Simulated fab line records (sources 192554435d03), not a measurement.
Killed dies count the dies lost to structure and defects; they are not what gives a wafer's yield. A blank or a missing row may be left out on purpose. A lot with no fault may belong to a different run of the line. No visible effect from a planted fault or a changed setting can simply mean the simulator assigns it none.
Split-lot experiment / flow n5Finfet / 7 lots, 21 wafers read, on a route of 1938 steps

ON THE SPLIT
At N5_BEOL_M6_PECVD_70 (deposits SiO2 from TEOS/O2, target thk 20 nm, time 22.7 s), the setting timeS was moved away from the recipe's 22.7 s on 9 of the 21 wafers read, by +5.9% to +13.1%. All remaining wafers had this setting at the recipe value.

The reading is taken at the split's own step.

THE READING
SiO2_of_BEOL_M6_PECVD_70.thkNm (the simulator's own value, which no gauge read), in nm, at N5_BEOL_M6_PECVD_70 (deposits SiO2 from TEOS/O2, target thk 20 nm, time 22.7 s). The file gives no usual value for it. The 12 wafers here that ran the recipe average 20.0 nm, standard deviation 0.26 nm.

wafer=L078.1; tool, chamber at the split=pecvd-03, 1,2; timeS as run, s=22.7; against the recipe=recipe; SiO2_of_BEOL_M6_PECVD_70.thkNm, nm=19.8; against lot-mates on the recipe=-
wafer=L078.2; tool, chamber at the split=pecvd-03, 1,2; timeS as run, s=22.7; against the recipe=recipe; SiO2_of_BEOL_M6_PECVD_70.thkNm, nm=19.8; against lot-mates on the recipe=-
wafer=L078.5; tool, chamber at the split=pecvd-03, 2; timeS as run, s=22.7; against the recipe=recipe; SiO2_of_BEOL_M6_PECVD_70.thkNm, nm=20; against lot-mates on the recipe=-
wafer=L081.1; tool, chamber at the split=pecvd-02, 0; timeS as run, s=22.7; against the recipe=recipe; SiO2_of_BEOL_M6_PECVD_70.thkNm, nm=20; against lot-mates on the recipe=-
wafer=L081.2; tool, chamber at the split=pecvd-02, 1; timeS as run, s=25.67; against the recipe=+13.1%; SiO2_of_BEOL_M6_PECVD_70.thkNm, nm=22.4; against lot-mates on the recipe=+2.2
wafer=L081.4; tool, chamber at the split=pecvd-02, 1; timeS as run, s=22.7; against the recipe=recipe; SiO2_of_BEOL_M6_PECVD_70.thkNm, nm=20.4; against lot-mates on the recipe=-
wafer=L080.2; tool, chamber at the split=pecvd-02, 0; timeS as run, s=24.82; against the recipe=+9.3%; SiO2_of_BEOL_M6_PECVD_70.thkNm, nm=21.6; against lot-mates on the recipe=+1.6
wafer=L080.3; tool, chamber at the split=pecvd-02, 2; timeS as run, s=24.82; against the recipe=+9.3%; SiO2_of_BEOL_M6_PECVD_70.thkNm, nm=22; against lot-mates on the recipe=+2.0
wafer=L080.4; tool, chamber at the split=pecvd-02, 1; timeS as run, s=22.7; against the recipe=recipe; SiO2_of_BEOL_M6_PECVD_70.thkNm, nm=20; against lot-mates on the recipe=-
wafer=L082.1; tool, chamber at the split=pecvd-02, 0,1; timeS as run, s=22.7; against the recipe=recipe; SiO2_of_BEOL_M6_PECVD_70.thkNm, nm=19.6; against lot-mates on the recipe=-
wafer=L082.2; tool, chamber at the split=pecvd-02, 0,1; timeS as run, s=22.7; against the recipe=recipe; SiO2_of_BEOL_M6_PECVD_70.thkNm, nm=19.6; against lot-mates on the recipe=-
wafer=L082.5; tool, chamber at the split=pecvd-02, 1; timeS as run, s=22.7; against the recipe=recipe; SiO2_of_BEOL_M6_PECVD_70.thkNm, nm=19.8; against lot-mates on the recipe=-
wafer=L087.2; tool, chamber at the split=pecvd-03, 1; timeS as run, s=22.7; against the recipe=recipe; SiO2_of_BEOL_M6_PECVD_70.thkNm, nm=20; against lot-mates on the recipe=-
wafer=L087.4; tool, chamber at the split=pecvd-03, 1; timeS as run, s=24.97; against the recipe=+10.0%; SiO2_of_BEOL_M6_PECVD_70.thkNm, nm=22.2; against lot-mates on the recipe=+2.2
wafer=L087.5; tool, chamber at the split=pecvd-03, 1; timeS as run, s=24.97; against the recipe=+10.0%; SiO2_of_BEOL_M6_PECVD_70.thkNm, nm=22.4; against lot-mates on the recipe=+2.4
wafer=L089.2; tool, chamber at the split=pecvd-04, 2,1; timeS as run, s=24.04; against the recipe=+5.9%; SiO2_of_BEOL_M6_PECVD_70.thkNm, nm=21; against lot-mates on the recipe=+0.8
wafer=L089.3; tool, chamber at the split=pecvd-04, 2,1; timeS as run, s=24.04; against the recipe=+5.9%; SiO2_of_BEOL_M6_PECVD_70.thkNm, nm=21; against lot-mates on the recipe=+0.8
wafer=L089.5; tool, chamber at the split=pecvd-04, 1; timeS as run, s=22.7; against the recipe=recipe; SiO2_of_BEOL_M6_PECVD_70.thkNm, nm=20.2; against lot-mates on the recipe=-
wafer=L094.1; tool, chamber at the split=pecvd-02, 0; timeS as run, s=25.07; against the recipe=+10.4%; SiO2_of_BEOL_M6_PECVD_70.thkNm, nm=22.2; against lot-mates on the recipe=+1.8
wafer=L094.2; tool, chamber at the split=pecvd-02, 2; timeS as run, s=25.07; against the recipe=+10.4%; SiO2_of_BEOL_M6_PECVD_70.thkNm, nm=22; against lot-mates on the recipe=+1.6
wafer=L094.6; tool, chamber at the split=pecvd-02, 2; timeS as run, s=22.7; against the recipe=recipe; SiO2_of_BEOL_M6_PECVD_70.thkNm, nm=20.4; against lot-mates on the recipe=-
The file does not say which wafer passed through which chamber wherever a row lists several chambers: such a row stands for several wafers.

FIT RESULTS
A straight line over all 21 wafers: SiO2_of_BEOL_M6_PECVD_70.thkNm changes by +0.204 nm for each +1% of timeS; r = +0.97; the points scatter about the line by 0.25 nm.
The same after taking each lot's own level away (the mean of its wafers on the recipe; 21 wafers): +0.185 nm for each +1%; r = +0.97; scatter 0.23 nm.
That fit puts the effect of the largest move of timeS on the reading at 2.4 nm.
The lots' own levels span 19.67 to 20.40 nm, that is 2.9 times the standard deviation above.
In other words, the slope is changed by the lot-to-lot level; the two fits disagree.
Check: +2.47 nm against its lot-mates is what the line predicts for one of the wafers moved furthest among these (+13.1%) when that wafer is left out of the fit. It came out at +2.2 nm against them.

ADDITIONAL SPLITS CARRIED BY THESE WAFERS
Before the reading, these wafers also passed through other splits. Each is held against what the fit with the lots' levels taken away leaves over:
other split on the same wafers=N5_SDB_EXPOSE_08 doseMj; wafers away from the commonest value=7; r with SiO2_of_BEOL_M6_PECVD_70.thkNm (lot level and that fit taken away)=-0.04
other split on the same wafers=N5_HKMG_FIN_PWFM_ALD_03 aldCycles; wafers away from the commonest value=8; r with SiO2_of_BEOL_M6_PECVD_70.thkNm (lot level and that fit taken away)=-0.08
other split on the same wafers=N5_HKMG_FIN_COAT_06 spinRpm; wafers away from the commonest value=8; r with SiO2_of_BEOL_M6_PECVD_70.thkNm (lot level and that fit taken away)=-0.28
other split on the same wafers=N5_BEOL_M0_SAQP_COAT_81 spinRpm; wafers away from the commonest value=7; r with SiO2_of_BEOL_M6_PECVD_70.thkNm (lot level and that fit taken away)=-0.01
other split on the same wafers=N5_BEOL_M0_SAQP_DEVELOP_13 developTimeS; wafers away from the commonest value=9; r with SiO2_of_BEOL_M6_PECVD_70.thkNm (lot level and that fit taken away)=-0.15
other split on the same wafers=N5_BEOL_M0_TRENCH_ETCH_107 targetDepthA; wafers away from the commonest value=8; r with SiO2_of_BEOL_M6_PECVD_70.thkNm (lot level and that fit taken away)=+0.15
other split on the same wafers=N5_BEOL_M3_COAT_05 spinRpm; wafers away from the commonest value=5; r with SiO2_of_BEOL_M6_PECVD_70.thkNm (lot level and that fit taken away)=+0.58
other split on the same wafers=N5_BEOL_M3_ETCH_64 timeS; wafers away from the commonest value=6; r with SiO2_of_BEOL_M6_PECVD_70.thkNm (lot level and that fit taken away)=-0.34
other split on the same wafers=N5_BEOL_M5_ETCH_68 timeS; wafers away from the commonest value=7; r with SiO2_of_BEOL_M6_PECVD_70.thkNm (lot level and that fit taken away)=-0.17

THE FILE'S OWN FIT
SiO2_of_BEOL_M6_PECVD_70.thkNm changes by +0.181 nm for each +1% of timeS, r = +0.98.
